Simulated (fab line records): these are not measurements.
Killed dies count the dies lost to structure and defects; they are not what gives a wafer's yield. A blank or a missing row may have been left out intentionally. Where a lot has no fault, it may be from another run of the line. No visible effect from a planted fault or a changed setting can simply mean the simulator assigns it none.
fab line records    flow n5_finfet    part 1 of 2: steps 1 to 4 of 6
[record] lots = 23  wafers = 69  last_day = 17
route steps=1938 shown BEOL_M0_SAQP@635
lots that met no fault: taken from a fault-free run of the same line
start_h: the number of hours between the record's first day and the start of the first shown wafer of the lot    wait_h: hours from the lot's prior step to this one    " repeats the value in the row above    L1.1+2: a row that stands for several wafers    - no value, or no start was given    * or withheld: withheld    < > ~ a bound
route shown NAME@n: names a module that has steps shown in the file, with the first one's number in the route    usual: mean/standard deviation of fault-free wafers    same: alike in all rows    chamber/n: place in a boat    sites: the reading at each site    _std_site: how widely they spread, as a standard deviation    _edge_site: inner sites' mean taken away from outer sites' mean    radius_mm: how far each site lies from the wafer's centre    mask NAME#n: copy n    behind: the tool/chamber that last shaped the wafer    hold: why the lot went on hold/how many hours it stayed there/how the hold came to an end    device: which transistor (n, p or np) failed to switch    end of line: tests of these same wafers at the route's end    where a step has no rows: the recipe by itself    killed: not the wafer's yield, but the dies lost to structure and defects at the first sort    map: the dies of a wafer, with x for killed, . for not killed, _ for no die there
set.NAME: setting as actually run; set.NAME@STEP: the setting as run at that earlier step    model.NAME: the simulator's own value behind a step, which no gauge read
steps of the route over a sample of lots; a table a step, a row a wafer
services: when a tool's chamber went out of use (start_h, in hours from the record's first day, below 0 if earlier), for how many hours, and the reason
[[steps]]
[step N5_BEOL_M0_SAQP_PECVD_03]
[recipe] material = SiCN  target_thk_a = 120  temp_c = withheld  precursor = 3MS/NH3  pressure_torr = 3  rf_w = 202  time_s = 21.1
[usual] showerhead_plenum_p_Torr = 3.671/0.0082  throttle_valve_pct = 8.9/0.58
lot.wafer  tool      chamber  start_h  wait_h  showerhead_plenum_p_Torr  throttle_valve_pct
L074.2     pecvd-01  1        109.09   0.1     3.664                     8.2
L074.4     "         2        "        "       3.659                     8.1
L074.5     "         1        "        "       3.663                     8.5
L075.3     pecvd-01  1        115.18   0.1     3.669                     8.3
L075.5     "         2        "        "       3.661                     8.2
L075.6     "         1        "        "       3.657                     8.4
L076.2     pecvd-01  0        117.58   0.1     3.677                     9.7
L076.5     "         2        "        "       3.658                     7.9
L076.6     "         0        "        "       3.668                     10.0
L077.2     pecvd-01  2        123.76   0.1     3.657                     8.3
L077.4     "         2        "        "       3.660                     8.2
L077.6     "         0        "        "       3.681                     9.7
L078.3     pecvd-01  1        134.02   0.1     3.660                     8.2
L078.4     "         2        "        "       3.663                     7.9
L078.6     "         0        "        "       3.685                     9.6
L079.2     pecvd-04  2        139.65   0.1     3.674                     8.6
L079.3     "         1        "        "       3.677                     9.0
L079.4     "         2        "        "       3.660                     8.7
L081.1     pecvd-02  2        151.59   0.1     3.681                     9.1
L081.4     "         2        "        "       3.676                     9.4
L081.6     "         1        "        "       3.666                     8.1
L082.2     pecvd-01  0        157.57   0.1     3.669                     9.7
L082.5     "         1        "        "       3.665                     8.2
L082.6     "         2        "        "       3.653                     8.2
L083.3     pecvd-04  1        157.75   0.1     3.675                     8.9
L083.4     "         0        "        "       3.685                     9.5
L083.5     "         1        "        "       3.679                     9.2
L084.2     pecvd-01  1        170.77   0.1     3.662                     8.2
L084.4     "         1        "        "       3.661                     8.6
L084.6     "         2        "        "       3.654                     8.1
L085.1     pecvd-04  1        178.74   0.1     3.671                     9.1
L085.2     "         0        "        "       3.674                     9.8
L085.6     "         2        "        "       3.676                     8.5
L087.1     pecvd-04  0        184.00   0.1     3.676                     9.5
L087.5     "         1        "        "       3.659                     9.2
L087.6     "         2        "        "       3.679                     8.5
L086.2     pecvd-01  1        185.66   0.1     3.665                     8.3
L086.3     "         2        "        "       3.663                     8.5
L086.6     "         2        "        "       3.672                     8.4
L088.1     pecvd-02  1        195.96   0.1     3.666                     8.4
L088.2     "         0        "        "       3.668                     10.0
L088.3     "         2        "        "       3.671                     9.0
L089.2     pecvd-02  0        198.68   0.1     3.666                     9.9
L089.4     "         2        "        "       3.676                     9.5
L089.5     "         0        "        "       3.674                     10.0
L090.2     pecvd-02  2        202.13   0.1     3.674                     9.2
L090.3     "         0        "        "       3.663                     9.9
L090.6     "         0        "        "       3.671                     9.9
L091.2     pecvd-04  2        208.97   0.1     3.661                     8.6
L091.3     "         0        "        "       3.678                     9.4
L091.6     "         2        "        "       3.667                     8.7
L092.2     pecvd-04  1        216.64   0.1     3.679                     9.2
L092.3     "         0        "        "       3.685                     9.6
L092.4     "         2        "        "       3.693                     8.9
L093.1     pecvd-04  1        223.08   0.1     3.675                     9.2
L093.2     "         0        "        "       3.673                     9.2
L093.5     "         0        "        "       3.672                     9.5
L094.1     pecvd-04  0        232.41   0.1     3.685                     9.4
L094.5     "         0        "        "       3.691                     9.5
L094.6     "         2        "        "       3.677                     9.0
L095.1     pecvd-04  1        233.94   0.1     3.672                     9.0
L095.3     "         0        "        "       3.675                     9.5
L095.4     "         1        "        "       3.675                     8.9
L096.1     pecvd-01  2        236.83   0.1     3.659                     8.2
L096.3     "         1        "        "       3.652                     8.1
L096.4     "         1        "        "       3.667                     8.5
L097.2     pecvd-04  1        250.50   0.1     3.668                     9.2
L097.4     "         1        "        "       3.674                     9.4
L097.5     "         0        "        "       3.679                     9.5
[step N5_BEOL_M0_SAQP_PECVD_96]
[recipe] material = a-Si  target_thk_a = 450  temp_c = 350  precursor = SiH4/He  pressure_torr = 3  rf_w = 100  time_s = 45.2
[usual] heater_power_w = 629/70  showerhead_plenum_p_Torr = 5.690/0.028  throttle_valve_pct = 17.9/1.1
lot.wafer  tool      chamber  start_h  wait_h  heater_power_w  showerhead_plenum_p_Torr  throttle_valve_pct
L074.2     pecvd-01  1        109.12   0.0     648             5.668                     16.7
L074.4     "         2        "        "       653             5.642                     16.5
L074.5     "         1        "        "       652             5.675                     17.0
L075.3     pecvd-01  1        115.21   0.0     627             5.680                     16.6
L075.5     "         2        "        "       677             5.626                     16.3
L075.6     "         1        "        "       624             5.674                     16.9
L076.2     pecvd-01  0        117.61   0.0     497             5.712                     19.0
L076.5     "         2        "        "       708             5.655                     16.5
L076.6     "         0        "        "       509             5.710                     19.3
L077.2     pecvd-01  2        123.80   0.0     618             5.648                     16.5
L077.4     "         2        "        "       614             5.640                     16.3
L077.6     "         0        "        "       487             5.722                     19.1
L078.3     pecvd-01  1        134.05   0.0     601             5.661                     16.6
L078.4     "         2        "        "       686             5.648                     16.4
L078.6     "         0        "        "       496             5.733                     18.9
L079.2     pecvd-04  2        139.68   0.0     672             5.705                     17.6
L079.3     "         1        "        "       657             5.686                     18.2
L079.4     "         2        "        "       670             5.679                     17.3
L081.1     pecvd-02  2        151.62   0.0     603             5.718                     18.4
L081.4     "         2        "        "       631             5.713                     18.3
L081.6     "         1        "        "       651             5.702                     16.9
L082.2     pecvd-01  0        157.60   0.0     521             5.729                     19.1
L082.5     "         1        "        "       664             5.678                     16.7
L082.6     "         2        "        "       693             5.636                     16.3
L083.3     pecvd-04  1        157.78   0.0     694             5.679                     17.7
L083.4     "         0        "        "       610             5.725                     18.7
L083.5     "         1        "        "       719             5.703                     18.1
L084.2     pecvd-01  1        170.80   0.0     674             5.688                     16.4
L084.4     "         1        "        "       680             5.676                     16.6
L084.6     "         2        "        "       632             5.657                     16.5
L085.1     pecvd-04  1        178.77   0.0     620             5.683                     18.2
L085.2     "         0        "        "       645             5.729                     18.7
L085.6     "         2        "        "       671             5.701                     17.3
L087.1     pecvd-04  0        184.03   0.0     619             5.728                     18.9
L087.5     "         1        "        "       651             5.680                     18.4
L087.6     "         2        "        "       655             5.701                     17.5
L086.2     pecvd-01  1        185.68   0.0     582             5.670                     16.9
L086.3     "         2        "        "       643             5.628                     16.7
L086.6     "         2        "        "       632             5.638                     16.7
L088.1     pecvd-02  1        195.99   0.0     684             5.694                     16.9
L088.2     "         0        "        "       754             5.677                     19.5
L088.3     "         2        "        "       588             5.699                     18.6
L089.2     pecvd-02  0        198.71   0.0     756             5.670                     20.0
L089.4     "         2        "        "       602             5.694                     18.2
L089.5     "         0        "        "       744             5.659                     19.8
L090.2     pecvd-02  2        202.16   0.0     564             5.709                     18.3
L090.3     "         0        "        "       788             5.678                     20.3
L090.6     "         0        "        "       790             5.678                     19.8
L091.2     pecvd-04  2        209.00   0.0     644             5.697                     17.5
L091.3     "         0        "        "       598             5.725                     19.2
L091.6     "         2        "        "       649             5.719                     17.7
L092.2     pecvd-04  1        216.67   0.0     682             5.692                     18.1
L092.3     "         0        "        "       600             5.718                     18.9
L092.4     "         2        "        "       609             5.705                     17.5
L093.1     pecvd-04  1        223.11   0.0     724             5.678                     18.3
L093.2     "         0        "        "       684             5.692                     19.2
L093.5     "         0        "        "       552             5.728                     18.9
L094.1     pecvd-04  0        232.44   0.0     609             5.714                     18.9
L094.5     "         0        "        "       608             5.716                     19.1
L094.6     "         2        "        "       591             5.702                     17.4
L095.1     pecvd-04  1        233.97   0.0     709             5.690                     18.4
L095.3     "         0        "        "       568             5.722                     19.1
L095.4     "         1        "        "       712             5.703                     18.3
L096.1     pecvd-01  2        236.86   0.0     654             5.634                     16.5
L096.3     "         1        "        "       699             5.663                     16.4
L096.4     "         1        "        "       577             5.682                     16.4
L097.2     pecvd-04  1        250.53   0.0     694             5.702                     18.5
L097.4     "         1        "        "       691             5.693                     18.1
L097.5     "         0        "        "       633             5.727                     19.2
[step N5_BEOL_M0_SAQP_ETCH_84]
[recipe] chemistry = N2/H2  target = SOC  target_depth_a = 1000  overetch_a = 200  mask_material = SiARC  temp_c = 40  time_s = 150  ion_energy_ev = 200  pressure_mtorr = 30  source_w = 840  bias_w = 150  n2_flow_sccm = 200  h2_flow_sccm = 200
[usual] drypump_motor_current_A = 5.4/0.44  oes_product_au = 0.72/0.085  rf_vpp_V = 524.4/2.6  showerhead_plenum_p_Torr = 2.56/0.095  throttle_valve_pct = 17.8/0.31
lot.wafer  tool         chamber  start_h  wait_h  drypump_motor_current_A  oes_product_au  rf_hours_counter_h  rf_vpp_V  showerhead_plenum_p_Torr  throttle_valve_pct
L074.2     rie_diel-02  2        110.02   0.0     5.5                      0.65            189                 526.6     2.65                      18.1
L074.4     "            1        "        "       6.0                      0.63            211                 519.2     2.39                      17.4
L074.5     "            3        "        "       5.9                      0.64            -                   527.3     2.63                      18.3
L075.3     rie_diel-04  1        116.25   0.0     5.4                      0.69            139                 524.3     2.56                      17.9
L075.5     "            1        "        "       5.4                      0.68            -                   524.3     2.56                      17.9
L075.6     "            3        "        "       5.8                      0.66            -                   526.2     2.61                      18.2
L076.2     rie_diel-06  0        118.55   0.0     4.8                      0.67            178                 520.3     2.43                      18.0
L076.5     "            0        "        "       4.8                      0.68            -                   521.7     2.43                      18.0
L076.6     "            1        "        "       5.8                      0.86            -                   523.0     2.48                      17.4
L077.2     rie_diel-04  2        124.74   0.0     5.2                      0.80            21                  525.0     2.60                      17.6
L077.4     "            0        "        "       5.6                      0.86            7                   525.3     2.60                      17.4
L077.6     "            2        "        "       5.2                      0.79            -                   525.7     2.60                      17.6
L078.3     rie_diel-06  0        134.77   0.0     4.8                      0.66            183                 521.4     2.42                      18.0
L078.4     "            1        "        "       5.8                      0.84            6                   522.4     2.48                      17.4
L078.6     "            1        "        "       5.8                      0.83            -                   522.9     2.48                      17.4
L079.2     rie_diel-06  3        140.39   0.0     4.8                      0.64            203                 526.2     2.64                      18.0
L079.3     "            2        "        "       4.7                      0.62            244                 519.5     2.40                      18.2
L079.4     "            1        "        "       5.8                      0.83            8                   523.9     2.48                      17.4
L081.1     rie_diel-06  1        152.60   0.0     5.8                      0.83            12                  522.0     2.48                      17.4
L081.4     "            3        "        "       4.8                      0.64            206                 525.9     2.64                      18.0
L081.6     "            1        "        "       5.8                      0.82            -                   521.0     2.48                      17.4
L082.2     rie_diel-06  3        158.49   0.0     4.8                      0.64            206                 526.6     2.64                      18.0
L082.5     "            1        "        "       5.8                      0.81            -                   522.6     2.48                      17.4
L082.6     "            0        "        "       4.8                      0.67            -                   520.7     2.42                      18.0
L083.3     rie_diel-02  1        158.89   0.0     6.0                      0.62            227                 521.9     2.38                      17.4
L083.4     "            0        "        "       5.8                      0.86            4                   529.0     2.71                      17.6
L083.5     "            3        "        "       5.9                      0.63            -                   525.6     2.62                      18.4
L084.2     rie_diel-02  2        171.59   0.0     5.5                      0.64            208                 526.0     2.64                      18.1
L084.4     "            0        "        "       5.8                      0.85            8                   528.3     2.71                      17.6
L084.6     "            3        "        "       5.9                      0.63            -                   525.8     2.62                      18.4
L085.1     rie_diel-06  3        180.34   0.0     4.8                      0.63            214                 526.3     2.64                      18.0
L085.2     "            0        "        "       4.8                      0.66            197                 521.2     2.42                      18.0
L085.6     "            3        "        "       4.8                      0.63            -                   525.6     2.64                      18.0
L087.1     rie_diel-04  1        184.89   0.0     5.3                      0.67            158                 524.9     2.55                      18.0
L087.5     "            1        "        "       5.3                      0.67            -                   524.0     2.55                      18.0
L087.6     "            2        "        "       5.2                      0.77            -                   525.0     2.59                      17.6
L086.2     rie_diel-06  0        186.52   0.0     4.8                      0.66            199                 520.3     2.42                      18.0
L086.3     "            1        "        "       5.8                      0.79            22                  523.8     2.47                      17.5
L086.6     "            0        "        "       4.8                      0.66            -                   520.1     2.42                      18.0
L088.1     rie_diel-04  0        199.55   0.0     5.6                      0.82            28                  525.8     2.59                      17.4
L088.2     "            1        "        "       5.4                      0.67            161                 523.2     2.55                      18.0
L088.3     "            3        "        "       5.9                      0.65            213                 526.1     2.60                      18.2
L089.2     rie_diel-02  1        199.69   0.0     6.0                      0.61            242                 517.7     2.37                      17.4
L089.4     "            1        "        "       6.0                      0.61            -                   520.3     2.37                      17.4
L089.5     "            2        "        "       5.5                      0.63            -                   527.7     2.63                      18.1
L090.2     rie_diel-04  2        202.99   0.0     5.2                      0.76            44                  525.2     2.59                      17.7
L090.3     "            1        "        "       5.4                      0.67            162                 523.4     2.55                      18.0
L090.6     "            0        "        "       5.6                      0.82            -                   525.8     2.59                      17.4
L091.2     rie_diel-04  0        209.71   0.0     5.6                      0.81            31                  525.9     2.59                      17.4
L091.3     "            1        "        "       5.4                      0.67            165                 523.3     2.55                      18.0
L091.6     "            1        "        "       5.4                      0.67            -                   523.0     2.55                      18.0
L092.2     rie_diel-02  0        217.51   0.0     5.9                      0.80            26                  527.6     2.70                      17.6
L092.3     "            2        "        "       5.5                      0.63            226                 528.1     2.63                      18.1
L092.4     "            3        "        "       5.9                      0.87            -                   525.9     2.61                      17.9
L093.1     rie_diel-04  3        223.95   0.0     5.9                      0.64            220                 525.9     2.60                      18.2
L093.2     "            1        "        "       5.4                      0.67            169                 523.7     2.55                      18.0
L093.5     "            1        "        "       5.4                      0.66            -                   524.0     2.55                      18.0
L094.1     rie_diel-06  0        233.28   0.0     4.8                      0.65            215                 519.8     2.41                      18.0
L094.5     "            2        "        "       4.7                      0.81            -                   527.2     2.71                      17.9
L094.6     "            1        "        "       5.8                      0.79            -                   522.1     2.47                      17.5
L095.1     rie_diel-06  0        234.81   0.0     4.8                      0.65            215                 521.1     2.41                      18.0
L095.3     "            2        "        "       4.7                      0.81            11                  529.8     2.71                      17.9
L095.4     "            1        "        "       5.8                      0.77            36                  521.5     2.47                      17.5
L096.1     rie_diel-04  2        237.74   0.0     5.2                      0.75            54                  524.4     2.59                      17.6
L096.3     "            1        "        "       5.4                      0.66            174                 522.5     2.55                      18.0
L096.4     "            0        "        "       5.6                      0.80            40                  524.7     2.58                      17.4
L097.2     rie_diel-02  3        251.39   0.0     5.9                      0.83            18                  526.2     2.61                      17.9
L097.4     "            0        "        "       5.8                      0.79            40                  527.7     2.69                      17.6
L097.5     "            3        "        "       5.9                      0.83            -                   526.2     2.61                      17.9
[step N5_BEOL_M0_SAQP_MANDREL_ETCH_20]
[recipe] target_depth_a = 600  chemistry = HBr/Cl2  target = a-Si  stop_on = SiNx  bt_time_s = 10  mask_material = SOC  over_etch_frac = 0.5  time_s = 30  pressure_mtorr = 10  icp_w = 800  bias_w = 75  HBr_flow_sccm = 150  Cl2_flow_sccm = 80  ends = end_point
[usual] drypump_motor_current_A = 5.9/0.44  oes_product_au = 0.773/0.013  throttle_valve_pct = 35.31/0.27
lot.wafer  tool       chamber  start_h  wait_h  drypump_motor_current_A  oes_product_au  rf_hours_counter_h  throttle_valve_pct
L074.2     rie_si-02  0        110.21   0.0     5.8                      0.770           108                 35.45
L074.4     "          3        "        "       6.5                      0.780           82                  35.42
L074.5     "          3        "        "       6.5                      0.781           -                   35.45
L075.3     rie_si-02  1        116.44   0.0     6.0                      0.765           35                  34.76
L075.5     "          1        "        "       6.0                      0.767           -                   34.74
L075.6     "          2        "        "       5.6                      0.760           -                   35.50
L076.2     rie_si-01  2        118.74   0.0     6.6                      0.763           135                 35.27
L076.5     "          0        "        "       5.4                      0.782           -                   35.02
L076.6     "          3        "        "       6.4                      0.773           -                   35.40
L077.2     rie_si-02  2        124.93   0.0     5.7                      0.764           163                 35.49
L077.4     "          3        "        "       6.5                      0.793           82                  35.40
L077.6     "          2        "        "       5.6                      0.775           -                   35.49
L078.3     rie_si-01  3        134.96   0.0     6.3                      0.755           2                   35.42
L078.4     "          0        "        "       5.4                      0.785           136                 35.04
L078.6     "          0        "        "       5.4                      0.791           -                   35.02
L079.2     rie_si-06  1        140.58   0.0     5.7                      0.773           25                  35.13
L079.3     "          3        "        "       5.1                      0.742           123                 35.67
L079.4     "          2        "        "       6.3                      0.799           167                 35.45
L081.1     rie_si-02  3        152.79   0.0     6.4                      0.770           83                  35.44
L081.4     "          1        "        "       6.0                      0.769           35                  34.74
L081.6     "          3        "        "       6.4                      0.782           -                   35.42
L082.2     rie_si-02  3        158.68   0.0     6.4                      0.779           83                  35.42
L082.5     "          2        "        "       5.7                      0.768           -                   35.48
L082.6     "          3        "        "       6.4                      0.791           -                   35.41
L083.3     rie_si-01  2        159.08   0.0     6.5                      0.775           135                 35.27
L083.4     "          3        "        "       6.3                      0.759           3                   35.40
L083.5     "          0        "        "       5.4                      0.789           -                   35.01
L084.2     rie_si-01  1        171.78   0.0     5.5                      0.755           94                  35.73
L084.4     "          0        "        "       5.3                      0.775           137                 35.05
L084.6     "          2        "        "       6.6                      0.773           -                   35.26
L085.1     rie_si-01  3        180.53   0.0     6.4                      0.768           3                   35.40
L085.2     "          2        "        "       6.6                      0.767           136                 35.27
L085.6     "          1        "        "       5.5                      0.767           -                   35.70
L087.1     rie_si-02  2        185.08   0.0     5.6                      0.766           164                 35.48
L087.5     "          3        "        "       6.4                      0.790           -                   35.42
L087.6     "          0        "        "       5.8                      0.783           -                   35.44
L086.2     rie_si-06  0        186.71   0.0     5.6                      0.774           170                 35.01
L086.3     "          2        "        "       6.3                      0.791           167                 35.47
L086.6     "          2        "        "       6.3                      0.803           -                   35.45
L088.1     rie_si-02  3        199.74   0.0     6.5                      0.781           83                  35.44
L088.2     "          0        "        "       5.8                      0.773           109                 35.44
L088.3     "          1        "        "       5.9                      0.758           36                  34.75
L089.2     rie_si-01  1        199.88   0.0     5.5                      0.753           94                  35.74
L089.4     "          3        "        "       6.4                      0.775           4                   35.41
L089.5     "          3        "        "       6.3                      0.762           -                   35.42
L090.2     rie_si-02  3        203.18   0.0     6.4                      0.774           83                  35.45
L090.3     "          1        "        "       5.9                      0.769           36                  34.74
L090.6     "          2        "        "       5.6                      0.778           -                   35.48
L091.2     rie_si-06  0        209.90   0.0     5.6                      0.774           171                 35.00
L091.3     "          2        "        "       6.3                      0.795           168                 35.48
L091.6     "          0        "        "       5.6                      0.796           -                   34.99
L092.2     rie_si-02  2        217.70   0.0     5.7                      0.765           165                 35.49
L092.3     "          1        "        "       6.0                      0.758           36                  34.76
L092.4     "          0        "        "       5.8                      0.783           110                 35.44
L093.1     rie_si-06  2        224.14   0.0     6.3                      0.796           168                 35.47
L093.2     "          1        "        "       5.7                      0.779           27                  35.12
L093.5     "          0        "        "       5.5                      0.779           -                   34.99
L094.1     rie_si-01  1        233.47   0.0     5.5                      0.751           95                  35.74
L094.5     "          2        "        "       6.6                      0.757           -                   35.27
L094.6     "          3        "        "       6.3                      0.770           -                   35.41
L095.1     rie_si-01  1        235.00   0.0     5.5                      0.753           95                  35.72
L095.3     "          3        "        "       6.4                      0.760           4                   35.42
L095.4     "          2        "        "       6.6                      0.769           137                 35.29
L096.1     rie_si-06  3        237.93   0.0     5.1                      0.752           124                 35.69
L096.3     "          0        "        "       5.6                      0.761           171                 35.03
L096.4     "          2        "        "       6.3                      0.788           168                 35.45
L097.2     rie_si-06  3        251.58   0.0     5.1                      0.760           124                 35.67
L097.4     "          1        "        "       5.7                      0.783           27                  35.09
L097.5     "          0        "        "       5.5                      0.792           -                   34.98
